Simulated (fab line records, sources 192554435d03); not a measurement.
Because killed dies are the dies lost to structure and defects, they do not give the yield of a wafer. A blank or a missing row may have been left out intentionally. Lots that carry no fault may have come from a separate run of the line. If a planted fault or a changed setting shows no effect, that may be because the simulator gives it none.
fab line records	flow n5-finfet	part 1 of 2: steps 1 to 22 of 28
record: lots: 5	wafers: 15	last-day: 17
route steps=1938 shown BEOL_M1@768
lots that met no fault: taken from a fault-free run of the same line
start-h: hours from the record's first day to the start of the lot's first wafer shown	wait-h: time in hours since the lot's previous step	" identical to the entry in the row above	L1.1+2: one row covering several wafers at once	- either no value or no given start	* or withheld: withheld	< > ~ a bound
route shown NAME@n: names a module that has steps shown in the file, with the first one's number in the route	usual: mean/standard deviation taken from wafers without a fault	same: alike in all rows	chamber/n: place in a boat	sites: per-site readings	_std_site: the standard deviation of these	_edge_site: inner sites' mean taken away from outer sites' mean	radius-mm: for every site, how far away it sits from the centre of the wafer	mask NAME#n: copy n	behind: the tool/chamber that last shaped the wafer	hold: the reason the lot was held/the length of the hold in hours/how it ended	device: names the non-switching transistor (n, p or np)	end of line: the same wafers' tests at the end of the route	a step with no rows: only its recipe	killed: at the first sort, the dies lost to defects and structure; wafer yield is something else	map: shows each die of a wafer: x if killed, . if not, _ if none is there
set.NAME: the run value of the setting; set.NAME@STEP: its run value at that earlier step	model.NAME: the simulator's own value behind a step, which no gauge read
a table for each step, a row for each wafer; lots at some steps of the route
services: when a tool's chamber went out of use (start-h, in hours from the record's first day, below 0 if earlier), for how many hours, and the reason
== steps ==
step: N5_BEOL_M1_ETCH_74
recipe: chemistry: N2/H2	target: underlayer	target-depth-a: 65	mask-material: CAR-EUV	time-s: 5.2	ion-energy-ev: 200	pressure-mtorr: 30	source-w: 840	bias-w: 150	n2-flow-sccm: 200	h2-flow-sccm: 200	ends: cleared
usual: drypump-motor-current-A: 5.9/0.54	etch-rf-on-time-s: 5.28/0.18	oes-product-au: 0.65/0.076	rf-vpp-V: 524.4/2.5	showerhead-plenum-p-Torr: 2.57/0.078	throttle-valve-pct: 17.86/0.21
lot.wafer	tool	chamber	start-h	wait-h	drypump-motor-current-A	etch-rf-on-time-s	oes-product-au	rf-hours-counter-h	rf-vpp-V	showerhead-plenum-p-Torr	throttle-valve-pct
L075.2	rie-diel-03	1	128.29	0.0	5.4	4.72	0.68	157	522.0	2.52	18.05
L075.3	"	3	"	"	4.8	5.29	0.64	153	526.2	2.65	17.91
L075.5	"	2	"	"	6.0	5.45	0.57	-	525.3	2.62	18.32
L085.1	rie-diel-03	2	194.07	0.0	6.0	5.29	0.82	7	523.9	2.61	17.88
L085.3	"	3	"	"	4.8	5.29	0.62	179	525.9	2.64	17.95
L085.5	"	0	"	"	6.0	5.14	0.80	-	522.5	2.50	17.89
L088.1	rie-diel-05	2	207.10	0.0	6.6	5.33	0.63	165	523.1	2.53	17.86
L088.3	"	3	"	"	5.9	5.35	0.60	177	524.7	2.64	18.15
L088.5	"	0	"	"	6.6	5.44	0.63	-	518.4	2.45	17.67
L092.1	rie-diel-05	1	228.27	0.0	5.4	5.20	0.82	3	526.0	2.60	17.65
L092.4	"	0	"	"	6.6	5.45	0.62	169	522.6	2.44	17.69
L092.6	"	2	"	"	6.6	5.34	0.63	-	522.5	2.52	17.86
L095.4	rie-diel-02	3	256.16	0.0	6.2	5.29	0.57	-	528.5	2.63	18.02
L095.5	"	2	"	"	5.9	5.44	0.78	-	528.5	2.70	17.32
L095.6	"	1	"	"	6.3	5.26	0.68	-	526.0	2.59	17.70
step: N5_BEOL_M1_ETCH_63
recipe: chemistry: CF4	target: SiARC	target-depth-a: 156	mask-material: CAR-EUV	time-s: 26	ion-energy-ev: 80	pressure-mtorr: 40	source-w: 545	bias-w: 36	Ar_flow_sccm: 100	cf4-flow-sccm: 100	ends: cleared
usual: drypump-motor-current-A: 5.9/0.54	etch-rf-on-time-s: 26.4/0.89	oes-product-au: 0.65/0.076	rf-vpp-V: 184.3/1.1	showerhead-plenum-p-Torr: 2.16/0.059	throttle-valve-pct: 15.62/0.23
lot.wafer	tool	chamber	start-h	wait-h	drypump-motor-current-A	etch-rf-on-time-s	oes-product-au	rf-hours-counter-h	rf-vpp-V	showerhead-plenum-p-Torr	throttle-valve-pct
L075.2	rie-diel-03	1	128.31	0.0	5.4	23.8	0.67	157	184.5	2.15	15.97
L075.3	"	3	"	"	4.8	26.5	0.64	153	185.7	2.23	15.63
L075.5	"	2	"	"	6.0	27.1	0.58	-	183.9	2.21	16.03
L085.1	rie-diel-03	2	194.08	0.0	6.0	26.1	0.82	7	185.2	2.20	15.53
L085.3	"	3	"	"	4.8	26.9	0.61	179	183.3	2.22	15.68
L085.5	"	0	"	"	5.9	25.3	0.81	-	184.1	2.10	15.59
L088.1	rie-diel-05	2	207.12	0.0	6.6	26.7	0.63	165	182.8	2.13	15.55
L088.3	"	3	"	"	5.8	26.8	0.60	177	185.3	2.21	15.84
L088.5	"	0	"	"	6.6	27.3	0.63	-	183.7	2.07	15.36
L092.1	rie-diel-05	1	228.29	0.0	5.3	25.7	0.83	3	184.6	2.19	15.37
L092.4	"	0	"	"	6.6	27.2	0.62	169	185.1	2.06	15.39
L092.6	"	2	"	"	6.6	26.5	0.63	-	184.8	2.12	15.57
L095.4	rie-diel-02	3	256.18	0.0	6.2	26.5	0.57	-	184.4	2.20	15.67
L095.5	"	2	"	"	5.9	27.4	0.78	-	185.2	2.29	15.19
L095.6	"	1	"	"	6.3	26.3	0.67	-	184.7	2.17	15.32
step: N5_BEOL_M1_ETCH_64
recipe: chemistry: N2/H2	target: SOC	target-depth-a: 750	overetch-a: 150	mask-material: SiARC	temp-c: 40	time-s: 112.5	ion-energy-ev: 200	pressure-mtorr: 30	source-w: 840	bias-w: 150	n2-flow-sccm: 200	h2-flow-sccm: 200
usual: drypump-motor-current-A: 5.9/0.54	oes-product-au: 0.61/0.067	rf-vpp-V: 524.5/2.2	showerhead-plenum-p-Torr: 2.57/0.078	throttle-valve-pct: 17.82/0.21
lot.wafer	tool	chamber	start-h	wait-h	drypump-motor-current-A	oes-product-au	rf-hours-counter-h	rf-vpp-V	showerhead-plenum-p-Torr	throttle-valve-pct
L075.2	rie-diel-03	1	128.33	0.0	5.3	0.59	157	522.6	2.52	18.00
L075.3	"	3	"	"	4.8	0.59	153	527.9	2.65	17.86
L075.5	"	2	"	"	6.0	0.55	-	525.2	2.62	18.29
L085.1	rie-diel-03	2	194.11	0.0	6.0	0.77	7	526.6	2.61	17.84
L085.3	"	3	"	"	4.8	0.57	179	526.6	2.64	17.90
L085.5	"	0	"	"	5.9	0.74	-	522.9	2.50	17.84
L088.1	rie-diel-05	2	207.15	0.0	6.6	0.59	165	523.3	2.53	17.81
L088.3	"	3	"	"	5.9	0.56	177	527.1	2.64	18.14
L088.5	"	0	"	"	6.6	0.60	-	520.6	2.45	17.64
L092.1	rie-diel-05	1	228.31	0.0	5.4	0.76	3	524.6	2.60	17.60
L092.4	"	0	"	"	6.6	0.59	169	520.6	2.44	17.63
L092.6	"	2	"	"	6.7	0.58	-	524.0	2.52	17.83
L095.4	rie-diel-02	3	256.25	0.1	6.3	0.54	-	526.8	2.63	18.00
L095.5	"	2	"	"	5.9	0.74	-	527.8	2.70	17.30
L095.6	"	1	"	"	6.3	0.62	-	525.3	2.59	17.65
step: N5_BEOL_M1_STRIP_65
recipe: chemistry: N2/H2	temp-c: 40	n2-flow-sccm: 200	h2-flow-sccm: 200	rf-frequency-hz: 6e+07
lot.wafer	tool	chamber	start-h	wait-h
L075.2+3+5	rie-diel-03	1,3,2	128.44	0.1
L085.1+3+5	rie-diel-03	2,3,0	194.22	0.1
L088.1+3+5	rie-diel-05	2,3,0	207.25	0.1
L092.1+4+6	rie-diel-05	1,0,2	228.42	0.1
L095.4+5+6	rie-diel-02	3,2,1	256.31	0.0
step: N5_BEOL_M1_STRIP_75
recipe: chemistry: N2/H2	temp-c: 40	n2-flow-sccm: 200	h2-flow-sccm: 200	rf-frequency-hz: 6e+07
lot.wafer	tool	chamber	start-h	wait-h
L075.2+3+5	rie-diel-03	1,3,2	128.45	0.0
L085.1+3+5	rie-diel-03	2,3,0	194.23	0.0
L088.1+3+5	rie-diel-05	2,3,0	207.26	0.0
L092.1+4+6	rie-diel-05	1,0,2	228.43	0.0
L095.4+5+6	rie-diel-02	3,2,1	256.32	0.0
step: N5_BEOL_M1_STRIP_66
recipe: chemistry: CF4	resist: SiARC	power-w: 300	bias-power-w: 75	pressure-mtorr: 50	cf4-flow-sccm: 150	rf-frequency-hz: 6e+07
usual: drypump-motor-current-A: 5.9/0.54	oes-product-au: 0.76/0.084	rf-vpp-V: 271.4/1.3	showerhead-plenum-p-Torr: 1.80/0.051	throttle-valve-pct: 13.57/0.24
lot.wafer	tool	chamber	start-h	wait-h	drypump-motor-current-A	oes-product-au	rf-hours-counter-h	rf-vpp-V	showerhead-plenum-p-Torr	throttle-valve-pct
L075.2	rie-diel-03	1	128.46	0.0	5.3	0.74	157	271.1	1.80	13.93
L075.3	"	3	"	"	4.8	0.75	153	272.3	1.84	13.49
L075.5	"	2	"	"	6.0	0.69	-	271.6	1.83	13.97
L085.1	rie-diel-03	2	194.24	0.0	6.0	0.97	7	272.5	1.83	13.40
L085.3	"	3	"	"	4.8	0.72	179	273.5	1.83	13.54
L085.5	"	0	"	"	5.9	0.93	-	270.0	1.75	13.51
L088.1	rie-diel-05	2	207.27	0.0	6.6	0.74	165	271.1	1.78	13.55
L088.3	"	3	"	"	5.8	0.71	177	273.7	1.84	13.80
L088.5	"	0	"	"	6.6	0.74	-	270.6	1.71	13.30
L092.1	rie-diel-05	1	228.44	0.0	5.3	0.95	3	271.6	1.82	13.26
L092.4	"	0	"	"	6.5	0.74	169	269.8	1.71	13.32
L092.6	"	2	"	"	6.6	0.74	-	270.6	1.78	13.56
L095.4	rie-diel-02	3	256.33	0.0	6.3	0.67	-	273.0	1.84	13.72
L095.5	"	2	"	"	5.9	0.92	-	273.5	1.89	13.05
L095.6	"	1	"	"	6.3	0.79	-	271.0	1.83	13.31
step: N5_BEOL_M1_HM_OPEN_17
recipe: chemistry: Cl2/BCl3	target-depth-a: 200	overetch-a: 60	target: TiN	mask-material: SOC	ion-energy-ev: 150	pressure-mtorr: 10	icp-w: 1000	bias-w: 126	Cl2_flow_sccm: 53.25	bcl3-flow-sccm: 21.75	Ar_flow_sccm: 25
usual: drypump-motor-current-A: 5.8/0.49	oes-product-au: 0.64/0.089	throttle-valve-pct: 22.15/0.29
lot.wafer	tool	chamber	start-h	wait-h	drypump-motor-current-A	oes-product-au	rf-hours-counter-h	throttle-valve-pct
L075.2	rie-metal-01	1	128.50	0.0	5.3	0.50	131	22.38
L075.3	"	0	"	"	5.8	0.66	-	21.59
L075.5	"	1	"	"	5.4	0.51	-	22.38
L085.1	rie-metal-02	1	194.28	0.0	5.4	0.55	102	22.24
L085.3	"	0	"	"	6.6	0.75	-	22.06
L085.5	"	0	"	"	6.6	0.74	-	22.08
L088.1	rie-metal-02	1	207.32	0.0	5.4	0.56	103	22.25
L088.3	"	0	"	"	6.7	0.73	-	22.09
L088.5	"	0	"	"	6.6	0.74	-	22.07
L092.1	rie-metal-02	1	228.48	0.0	5.4	0.55	107	22.25
L092.4	"	0	"	"	6.7	0.73	-	22.09
L092.6	"	1	"	"	5.4	0.54	-	22.28
L095.4	rie-metal-02	1	256.39	0.1	5.4	0.55	-	22.26
L095.5	"	0	"	"	6.6	0.72	-	22.07
L095.6	"	1	"	"	5.4	0.55	-	22.25
step: N5_BEOL_M1_STRIP_19
recipe: chemistry: O2	power-w: 400	temp-c: 40	pressure-mtorr: 30	rf-frequency-hz: 6e+07	bias-power-w: 0	overash-fraction: 0.2	o2-flow-sccm: 225
usual: drypump-motor-current-A: 5.8/0.55	oes-product-au: 0.77/0.096	rf-vpp-V: 3.7/0.47	showerhead-plenum-p-Torr: 2.11/0.058	throttle-valve-pct: 16.71/0.22
lot.wafer	tool	chamber	start-h	wait-h	drypump-motor-current-A	oes-product-au	rf-hours-counter-h	rf-vpp-V	showerhead-plenum-p-Torr	throttle-valve-pct
L075.2	rie-diel-03	2	128.61	0.1	6.0	0.68	248	3.0	2.13	16.96
L075.3	"	0	"	"	5.9	0.68	249	3.6	2.04	17.10
L075.5	"	3	"	"	4.8	0.74	-	3.8	2.19	16.69
L085.1	rie-diel-05	2	194.50	0.2	6.6	0.75	159	3.3	2.12	16.79
L085.3	"	1	"	"	5.3	0.69	249	3.2	2.15	16.85
L085.5	"	0	"	"	6.6	0.75	-	3.2	2.03	16.48
L088.1	rie-diel-03	3	207.48	0.1	4.8	0.73	183	3.4	2.18	16.78
L088.3	"	0	"	"	5.9	0.94	22	4.3	2.03	16.58
L088.5	"	3	"	"	4.8	0.72	-	4.2	2.18	16.77
L092.1	rie-diel-05	0	228.59	0.1	6.6	0.75	169	4.5	2.03	16.51
L092.4	"	1	"	"	5.3	1.00	3	3.4	2.15	16.50
L092.6	"	2	"	"	6.6	0.74	-	4.2	2.11	16.81
L095.4	rie-diel-05	3	256.60	0.2	5.8	0.69	191	4.8	2.15	16.90
L095.5	"	2	"	"	6.6	0.74	-	4.9	2.11	16.82
L095.6	"	3	"	"	5.8	0.69	-	3.4	2.15	16.89
step: N5_BEOL_M1_CD_MEAS_18
recipe: pitch-nm: 36	target-cd-nm: 18
usual: cd-nm: 17.9/0.38
lot.wafer	tool	chamber	start-h	wait-h	cd-nm
L075.2	cd-sem-01	-	128.68	0.1	18.0
L075.3	"	-	"	"	17.8
L075.5	"	-	"	"	18.0
L085.1	cd-sem-02	-	194.58	0.1	17.2
L085.3	"	-	"	"	17.7
L085.5	"	-	"	"	17.4
L088.1	cd-sem-01	-	207.55	0.0	17.7
L088.3	"	-	"	"	17.6
L088.5	"	-	"	"	18.0
L092.1	cd-sem-03	-	228.66	0.0	17.8
L092.4	"	-	"	"	17.8
L092.6	"	-	"	"	17.8
L095.4	cd-sem-03	-	256.68	0.1	17.9
L095.5	"	-	"	"	18.1
L095.6	"	-	"	"	17.3
step: N5_BEOL_M1_COAT_67
recipe: resist: SOC	temp-c: 250	time-s: 60	spin-rpm: 1500	resist-thk-nm: 60
lot.wafer	tool	chamber	start-h	wait-h
L075.2+3+5	litho-track-02	0	128.72	0.0
L085.1+3+5	litho-track-01	0	194.62	0.0
L088.1+3+5	litho-track-02	0	207.59	0.0
L092.1+4+6	litho-track-01	0	228.70	0.0
L095.4+5+6	litho-track-04	0	256.71	0.0
step: N5_BEOL_M1_COAT_68
recipe: resist: SiARC	temp-c: 220	time-s: 60	spin-rpm: 1500	resist-thk-nm: 12
lot.wafer	tool	chamber	start-h	wait-h
L075.2+3+5	litho-track-02	0	-	-
L085.1+3+5	litho-track-01	0	-	-
L088.1+3+5	litho-track-02	0	-	-
L092.1+4+6	litho-track-01	0	-	-
L095.4+5+6	litho-track-04	0	-	-
step: N5_BEOL_M1_COAT_76
recipe: resist: underlayer	temp-c: 205	time-s: 60	spin-rpm: 1500	resist-thk-nm: 5
lot.wafer	tool	chamber	start-h	wait-h
L075.2+3+5	litho-track-02	0	-	-
L085.1+3+5	litho-track-01	0	-	-
L088.1+3+5	litho-track-02	0	-	-
L092.1+4+6	litho-track-01	0	-	-
L095.4+5+6	litho-track-04	0	-	-
step: N5_BEOL_M1_COAT_22
recipe: resist: CAR-EUV	spin-rpm: 1500	resist-thk-nm: 30
lot.wafer	tool	chamber	start-h	wait-h
L075.2+3+5	litho-track-02	0	-	-
L085.1+3+5	litho-track-01	0	-	-
L088.1+3+5	litho-track-02	0	-	-
L092.1+4+6	litho-track-01	0	-	-
L095.4+5+6	litho-track-04	0	-	-
step: N5_BEOL_M1_EBR_24
recipe: solvent: PGMEA	ebr-width-mm: 1.5
lot.wafer	tool	chamber	start-h	wait-h
L075.2+3+5	litho-track-02	0	-	-
L085.1+3+5	litho-track-01	0	-	-
L088.1+3+5	litho-track-02	0	-	-
L092.1+4+6	litho-track-01	0	-	-
L095.4+5+6	litho-track-04	0	-	-
step: N5_BEOL_M1_SOFTBAKE_23
recipe: temp-c: 110	time-s: 60	resist: CAR-EUV
lot.wafer	tool	chamber	start-h	wait-h
L075.2+3+5	litho-track-02	0	-	-
L085.1+3+5	litho-track-01	0	-	-
L088.1+3+5	litho-track-02	0	-	-
L092.1+4+6	litho-track-01	0	-	-
L095.4+5+6	litho-track-04	0	-	-
step: N5_BEOL_M1_EXPOSE_25
recipe: mask-id: V0	na: 0.33	source-shape: quasar	sigma-inner: 0.2	sigma-outer: 0.8	polarization: unpolarized	defocus-nm: 5	target-cd-nm: 24	dose-mj: 63
same: sigma-outer: 0.8
lot.wafer	tool	chamber	start-h	wait-h	mask
L075.2+3+5	euv-scanner-02	0	128.99	-	V0#0
L085.1+3+5	euv-scanner-02	0	194.75	-	V0#0
L088.1+3+5	euv-scanner-02	0	207.73	-	V0#0
L092.1+4+6	euv-scanner-02	0	228.96	-	V0#0
L095.4+5+6	euv-scanner-02	0	256.87	-	V0#0
step: N5_BEOL_M1_PEB_26
recipe: peb-temp-c: 100	peb-time-s: 60	resist: CAR-EUV
lot.wafer	tool	chamber	start-h	wait-h
L075.2+3+5	litho-track-04	0	129.06	0.1
L085.1+3+5	litho-track-04	0	194.83	0.1
L088.1+3+5	litho-track-02	0	207.81	0.1
L092.1+4+6	litho-track-02	0	229.04	0.1
L095.4+5+6	litho-track-02	0	256.93	0.0
step: N5_BEOL_M1_DEVELOP_27
recipe: develop-time-s: 30	developer: TMAH	resist: CAR-EUV	rinse-liquid: surfactant-rinse	dry: air-spin	dev-temp-c: 23
usual: developer-temp-C: 23.01/0.1
lot.wafer	tool	chamber	start-h	wait-h	developer-temp-C
L075.2	litho-track-04	0	-	-	23.07
L075.3	"	0	"	"	23.03
L075.5	"	0	"	"	23.00
L085.1	litho-track-04	0	-	-	23.01
L085.3	"	0	"	"	23.10
L085.5	"	0	"	"	22.89
L088.1	litho-track-02	0	-	-	23.04
L088.3	"	0	"	"	22.91
L088.5	"	0	"	"	22.94
L092.1	litho-track-02	0	-	-	23.07
L092.4	"	0	"	"	23.03
L092.6	"	0	"	"	23.02
L095.4	litho-track-02	0	-	-	23.03
L095.5	"	0	"	"	23.02
L095.6	"	0	"	"	22.93
step: N5_BEOL_M1_CD_MEAS_28
recipe: landing-energy-ev: 500	detector: se-inlens	target-cd-y-nm: 23.3
usual: cd-nm: 23.88/0.28
lot.wafer	tool	chamber	start-h	wait-h	cd-nm
L075.2	cd-sem-03	0	129.13	-	24.19
L075.3	"	0	"	"	24.46
L075.5	"	0	"	"	23.80
L085.1	cd-sem-02	0	194.90	-	23.78
L085.3	"	0	"	"	23.96
L085.5	"	0	"	"	23.75
L088.1	cd-sem-01	0	207.87	-	24.13
L088.3	"	0	"	"	23.78
L088.5	"	0	"	"	24.50
L092.1	cd-sem-02	0	229.11	-	23.69
L092.4	"	0	"	"	23.42
L092.6	"	0	"	"	23.85
L095.4	cd-sem-02	0	257.00	-	23.53
L095.5	"	0	"	"	23.57
L095.6	"	0	"	"	23.68
step: N5_BEOL_M1_OVL_MEAS_29
recipe: points-per-wafer: 522
usual: V0_OVL: 0.0/0.52
lot.wafer	tool	chamber	start-h	wait-h	V0_OVL[nm]
L075.2	overlay-02	0	129.16	0.0	-1.3
L075.3	"	0	"	"	0.4
L075.5	"	0	"	"	0.3
L085.1	overlay-02	0	194.93	0.0	0.3
L085.3	"	0	"	"	0.5
L085.5	"	0	"	"	-0.3
L088.1	overlay-01	0	207.90	0.0	-0.1
L088.3	"	0	"	"	0.0
L088.5	"	0	"	"	0.5
L092.1	overlay-01	0	229.14	0.0	0.5
L092.4	"	0	"	"	0.0
L092.6	"	0	"	"	0.3
L095.4	overlay-01	0	257.04	0.0	0.7
L095.5	"	0	"	"	1.0
L095.6	"	0	"	"	1.2
step: N5_BEOL_M1_INSPECT_30
recipe: mode: adi	inspect-instrument: brightfield
usual: raw-defect-count: 405/95
lot.wafer	tool	chamber	start-h	wait-h	raw-defect-count
L075.2	defect-inspect-01	-	129.22	0.0	406
L075.3	"	-	"	"	362
L075.5	"	-	"	"	269
L085.1	defect-inspect-01	-	194.99	0.1	254
L085.3	"	-	"	"	351
L085.5	"	-	"	"	300
L088.1	defect-inspect-01	-	207.96	0.1	404
L088.3	"	-	"	"	331
L088.5	"	-	"	"	348
L092.1	defect-inspect-01	-	229.20	0.1	357
L092.4	"	-	"	"	440
L092.6	"	-	"	"	366
L095.4	defect-inspect-02	-	257.08	0.0	481
L095.5	"	-	"	"	499
L095.6	"	-	"	"	337
step: N5_BEOL_M1_DESCUM_33
recipe: chemistry: O2	time-s: 7	source-power-w: 50	bias-power-w: 20	pressure-mtorr: 20	rf-frequency-hz: 2.712e+07	temp-c: 40	resist: CAR-EUV	o2-flow-sccm: 225
usual: drypump-motor-current-A: 5.8/0.58	oes-product-au: 0.77/0.095	rf-vpp-V: 243.3/1.3	showerhead-plenum-p-Torr: 2.11/0.055	throttle-valve-pct: 20.47/0.24
lot.wafer	tool	chamber	start-h	wait-h	drypump-motor-current-A	oes-product-au	rf-hours-counter-h	rf-vpp-V	showerhead-plenum-p-Torr	throttle-valve-pct
L075.2	rie-diel-02	0	129.52	0.3	5.2	0.72	213	242.9	2.12	20.14
L075.3	"	1	"	"	6.3	0.86	48	242.3	2.14	20.11
L075.5	"	0	"	"	5.2	0.72	-	243.5	2.12	20.14
L085.1	rie-diel-03	3	195.02	0.0	4.8	0.73	179	245.0	2.18	20.52
L085.3	"	1	"	"	5.4	0.73	183	242.6	2.09	20.92
L085.5	"	1	"	"	5.4	0.74	-	242.7	2.09	20.93
L088.1	rie-diel-03	2	208.05	0.1	6.0	0.98	12	244.2	2.12	20.29
L088.3	"	1	"	"	5.4	0.74	188	241.8	2.09	20.92
L088.5	"	2	"	"	6.0	0.97	-	243.8	2.12	20.27
L092.1	rie-diel-05	2	229.23	0.0	6.7	0.74	173	243.1	2.11	20.64
L092.4	"	1	"	"	5.3	0.99	4	244.6	2.14	20.32
L092.6	"	2	"	"	6.6	0.74	-	243.8	2.11	20.63
L095.4	rie-diel-03	1	257.20	0.1	5.4	0.71	204	244.0	2.08	20.96
L095.5	"	1	"	"	5.4	0.71	-	241.3	2.08	20.95
L095.6	"	0	"	"	5.9	0.91	-	242.1	2.02	20.32
